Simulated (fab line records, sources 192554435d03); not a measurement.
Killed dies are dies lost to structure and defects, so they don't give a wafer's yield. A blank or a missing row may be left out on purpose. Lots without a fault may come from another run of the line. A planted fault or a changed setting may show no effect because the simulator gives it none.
Chamber matching | flow n5_finfet | N5_BEOL_M7_ILD_DEP_00 on pecvd-02: 3 sister chambers
The step deposits SiCOH lowk from DEMS/porogen, target thk 179.75 nm, time 33.4 s. 20 wafers are shown with their chamber, then 10 later ones without.

WAFERS WITH THEIR CHAMBER
wafer  | chamber | heater_power_w (W) | throttle_valve_pct (%) | showerhead_plenum_p_Torr (Torr)
L076.1 | 1       | 338                | 14.0                   | 5.742
L076.3 | 2       | 235                | 13.1                   | 5.735
L076.6 | 0       | 356                | 13.4                   | 5.740
L075.2 | 1       | 371                | 14.0                   | 5.728
L075.4 | 0       | 361                | 13.4                   | 5.746
L075.6 | 0       | 361                | 13.5                   | 5.750
L078.3 | 1       | 331                | 13.6                   | 5.748
L078.4 | 0       | 339                | 13.6                   | 5.749
L078.5 | 1       | 328                | 14.0                   | 5.744
L079.3 | 0       | 336                | 13.7                   | 5.736
L079.4 | 2       | 200                | 12.9                   | 5.742
L079.6 | 2       | 206                | 13.2                   | 5.749
L083.1 | 1       | 342                | 13.7                   | 5.733
L083.2 | 2       | 248                | 12.9                   | 5.740
L083.4 | 0       | 352                | 13.5                   | 5.745
L087.1 | 2       | 233                | 12.7                   | 5.757
L087.3 | 1       | 359                | 14.1                   | 5.729
L087.6 | 2       | 239                | 13.0                   | 5.745
L089.2 | 2       | 210                | 13.3                   | 5.735
L089.3 | 1       | 371                | 14.3                   | 5.735

SIGNATURES (means of the wafers above)
reading                  | chamber 0 | chamber 1 | chamber 2 | scatter within a chamber
heater_power_w           | 350.83    | 348.57    | 224.43    | 16.6
throttle_valve_pct       | 13.517    | 13.957    | 13.014    | 0.196
showerhead_plenum_p_Torr | 5.74433   | 5.73700   | 5.74329   | 0.00719
Rule: a wafer's distance from a chamber is the root of the sum, over the readings, of the square of ((its reading less the chamber's mean) divided by the reading's scatter). The wafer belongs to the nearest chamber; if the next one is less than 2 further off, it can't be placed. The scatter: the root of (the sum of the squares of (reading less its chamber's mean) over the shown wafers, divided by (wafers less chambers)).

WAFERS WITHOUT THEIR CHAMBER
wafer  | heater_power_w (W) | throttle_valve_pct (%) | showerhead_plenum_p_Torr (Torr)
L089.4 | 215                | 13.4                   | 5.736
L090.1 | 368                | 14.1                   | 5.743
L090.4 | 329                | 13.9                   | 5.740
L090.5 | 246                | 13.2                   | 5.756
L093.1 | 364                | 14.1                   | 5.741
L093.2 | 221                | 13.4                   | 5.750
L093.4 | 213                | 13.3                   | 5.737
L094.1 | 346                | 13.8                   | 5.729
L094.2 | 306                | 13.4                   | 5.741
L094.5 | 309                | 13.3                   | 5.742

WHICH CHAMBER EACH WENT THROUGH
wafer  | from the rows above     | in truth
L089.4 | 2                       | 2
L090.1 | can't be placed: 1 or 0 | 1
L090.4 | can't be placed: 1 or 0 | 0
L090.5 | 2                       | 2
L093.1 | can't be placed: 1 or 0 | 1
L093.2 | 2                       | 2
L093.4 | 2                       | 2
L094.1 | can't be placed: 1 or 0 | 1
L094.2 | can't be placed: 0 or 1 | 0
L094.5 | can't be placed: 0 or 1 | 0
Placed correctly: 4 of 10. Can't be placed from these rows: 6 (the true chamber is among the candidates in 6). Placed wrongly: 0.
